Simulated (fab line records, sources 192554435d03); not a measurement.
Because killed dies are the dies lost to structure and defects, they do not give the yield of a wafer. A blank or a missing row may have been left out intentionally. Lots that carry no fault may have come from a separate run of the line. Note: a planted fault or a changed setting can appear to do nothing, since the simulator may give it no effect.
Which tool was responsible? | flow n5_finfet | Sampling: 10 lots, 30 wafers, 4 of 1938 route steps

## WHAT THE GAUGES READ, wafer by wafer
The record holds no reading of a measuring or inspecting step that can be judged against a usual standard deviation.

## EACH LOT AND THE TOOL THAT RAN IT (in order: tool; ch and the chambers of the sampled wafers; start)
lot  | N5_BEOL_M15_STRIP_37                          | N5_BEOL_M15_DEGAS_41         | N5_MIM_TOP_LITHO_DESCUM_10         | N5_MIM_TOP_ETCH_ETCH_00
L452 | rie_diel-04 ch 0,3, day 12 05:04 or earlier   | pvd_sputter-01, day 12 05:04 | rie_diel-06 ch 0,1,2, day 12 12:03 | rie_metal-02 ch 0,1, day 12 12:08
L454 | rie_diel-03 ch 0,1, day 12 05:28 or earlier   | pvd_sputter-01, day 12 05:28 | rie_diel-02 ch 0,2,3, day 12 12:14 | rie_metal-01 ch 0, day 12 12:20
L457 | rie_diel-04 ch 0,2, day 13 07:02 or earlier   | pvd_sputter-01, day 13 07:02 | rie_diel-02 ch 0,1, day 13 13:28   | rie_metal-01 ch 0,1, day 13 13:33
L459 | rie_diel-05 ch 0,3, day 13 14:02 or earlier   | pvd_sputter-02, day 13 14:02 | rie_diel-02 ch 0,1, day 13 19:44   | rie_metal-01 ch 0,1, day 13 19:50
L458 | rie_diel-05 ch 0,3, day 13 19:09 or earlier   | pvd_sputter-03, day 13 19:09 | rie_diel-02 ch 0,1,2, day 14 00:07 | rie_metal-03 ch 0, day 14 00:25
L462 | rie_diel-05 ch 1,2,3, day 14 10:33 or earlier | pvd_sputter-01, day 14 10:33 | rie_diel-01 ch 0,1,2, day 14 15:13 | rie_metal-03 ch 0,1, day 14 15:18
L469 | rie_diel-03 ch 1,2,3, day 15 23:17 or earlier | pvd_sputter-01, day 15 23:17 | rie_diel-06 ch 0,1,2, day 16 06:18 | rie_metal-02 ch 0,1, day 16 06:25
L466 | rie_diel-04 ch 0,1, day 16 16:26 or earlier   | pvd_sputter-02, day 16 16:26 | rie_diel-06 ch 0,1, day 17 01:05   | rie_metal-02 ch 0,1, day 17 01:11
L472 | rie_diel-03 ch 0,2, day 17 05:43 or earlier   | pvd_sputter-01, day 17 05:43 | rie_diel-01 ch 1,2,3, day 17 10:55 | rie_metal-01 ch 0, day 17 10:59
L475 | rie_diel-03 ch 1,2,3, day 18 15:13 or earlier | pvd_sputter-03, day 18 15:13 | rie_diel-06 ch 0,2,3, day 18 20:55 | rie_metal-03 ch 0,1, day 18 21:00
- N5_BEOL_M15_STRIP_37: strips in O2.
- N5_BEOL_M15_DEGAS_41: time 60 s.
- N5_MIM_TOP_LITHO_DESCUM_10: chemistry O2, time 7.9 s.
- N5_MIM_TOP_ETCH_ETCH_00: etches TiN in Cl2/BCl3, target depth 38.5 nm.

## WHAT THE TOOLS THEMSELVES READ (means of the sampled wafers that have a number; where no wafer has one, the mark that the record gives instead)
N5_BEOL_M15_STRIP_37.
lot  | tool        | drypump_motor_current_A (A) | oes_product_au (a.u.) | rf_vpp_V (V) | showerhead_plenum_p_Torr (Torr) | throttle_valve_pct (%)
L452 | rie_diel-04 | 5.8                         | 0.79                  | 3.8          | 2.08                            | 16.70
L454 | rie_diel-03 | 5.2                         | 0.77                  | 3.7          | 2.09                            | 16.81
L457 | rie_diel-04 | 6.4                         | 0.88                  | 3.4          | 2.19                            | 16.40
L459 | rie_diel-05 | 5.8                         | 0.70                  | 4.0          | 2.15                            | 16.97
L458 | rie_diel-05 | 5.8                         | 0.70                  | 3.7          | 2.15                            | 16.98
L462 | rie_diel-05 | 5.5                         | 0.69                  | 3.7          | 2.08                            | 16.83
L469 | rie_diel-03 | 5.3                         | 0.78                  | 4.0          | 2.13                            | 16.80
L466 | rie_diel-04 | 5.9                         | 0.70                  | 3.2          | 2.08                            | 16.93
L472 | rie_diel-03 | 5.2                         | 0.85                  | 3.8          | 2.10                            | 16.47
L475 | rie_diel-03 | 5.3                         | 0.76                  | 3.5          | 2.13                            | 16.83

N5_BEOL_M15_DEGAS_41.
lot  | tool           | heater_power_w (W)
L452 | pvd_sputter-01 | 466
L454 | pvd_sputter-01 | 432
L457 | pvd_sputter-01 | 494
L459 | pvd_sputter-02 | 458
L458 | pvd_sputter-03 | 433
L462 | pvd_sputter-01 | 456
L469 | pvd_sputter-01 | 403
L466 | pvd_sputter-02 | 504
L472 | pvd_sputter-01 | 465
L475 | pvd_sputter-03 | 427

N5_MIM_TOP_LITHO_DESCUM_10.
lot  | tool        | bias_power_w (W) | drypump_motor_current_A (A) | oes_product_au (a.u.) | rf_vpp_V (V) | showerhead_plenum_p_Torr (Torr) | throttle_valve_pct (%)
L452 | rie_diel-06 | 20.05            | 5.3                         | 0.83                  | 243.8        | 2.14                            | 20.45
L454 | rie_diel-02 | 20.03            | 5.8                         | 0.74                  | 243.1        | 2.05                            | 20.35
L457 | rie_diel-02 | 20.01            | 5.5                         | 0.76                  | 243.4        | 2.06                            | 20.43
L459 | rie_diel-02 | 20.03            | 5.4                         | 0.84                  | 244.4        | 2.14                            | 20.29
L458 | rie_diel-02 | 19.99            | 5.4                         | 0.82                  | 243.8        | 2.14                            | 20.38
L462 | rie_diel-01 | 19.99            | 5.9                         | 0.81                  | 242.7        | 2.05                            | 20.29
L469 | rie_diel-06 | 20.00            | 5.3                         | 0.79                  | 244.4        | 2.13                            | 20.49
L466 | rie_diel-06 | 19.99            | 5.1                         | 0.77                  | 243.4        | 2.13                            | 20.34
L472 | rie_diel-01 | 20.00            | 6.0                         | 0.82                  | 242.0        | 2.03                            | 20.41
L475 | rie_diel-06 | 20.02            | 5.4                         | 0.79                  | 243.5        | 2.11                            | 20.48

N5_MIM_TOP_ETCH_ETCH_00.
lot  | tool         | bcl3_flow_sccm (sccm) | drypump_motor_current_A (A) | oes_product_au (a.u.) | throttle_valve_pct (%)
L452 | rie_metal-02 | 21.70                 | 5.6                         | 0.73                  | 22.70
L454 | rie_metal-01 | 21.76                 | 5.3                         | 0.92                  | 22.46
L457 | rie_metal-01 | 21.76                 | 5.6                         | 0.81                  | 22.53
L459 | rie_metal-01 | 21.80                 | 5.6                         | 0.81                  | 22.53
L458 | rie_metal-03 | 21.78                 | 6.2                         | 0.76                  | 22.88
L462 | rie_metal-03 | 21.70                 | 5.9                         | 0.82                  | 22.86
L469 | rie_metal-02 | 21.79                 | 5.6                         | 0.72                  | 22.71
L466 | rie_metal-02 | 21.74                 | 5.4                         | 1.05                  | 22.80
L472 | rie_metal-01 | 21.74                 | 5.3                         | 0.85                  | 22.50
L475 | rie_metal-03 | 21.82                 | 6.1                         | 0.75                  | 22.90

## THE ANSWER, worked out from the rows above alone
Rule: the usual values come from the lots themselves. Put in order of their means at a reading, lots are off if they are a third of the lots or fewer, leave a main group of 4 or more, and stand apart from it by a gap of 3 or more times the standard deviation of the main group's means; of several such gaps the widest counts. Not used: any main group whose means are identical at the precision the tables above print for the reading. A lot without any number at a reading at which 4 lots or more have one is off too. Where the step has rows for the other lots, those lots are counted as sound. First the gauges in route order, then the tools' own readings, where a lot's mean is used as printed above. The first step at which some lot is off is used, and at that step the reading that is off furthest; a lot without a number counts as furthest.
Nothing can be told from this: no lot is off at any reading shown.

## WHAT THE SIMULATOR PUT IN
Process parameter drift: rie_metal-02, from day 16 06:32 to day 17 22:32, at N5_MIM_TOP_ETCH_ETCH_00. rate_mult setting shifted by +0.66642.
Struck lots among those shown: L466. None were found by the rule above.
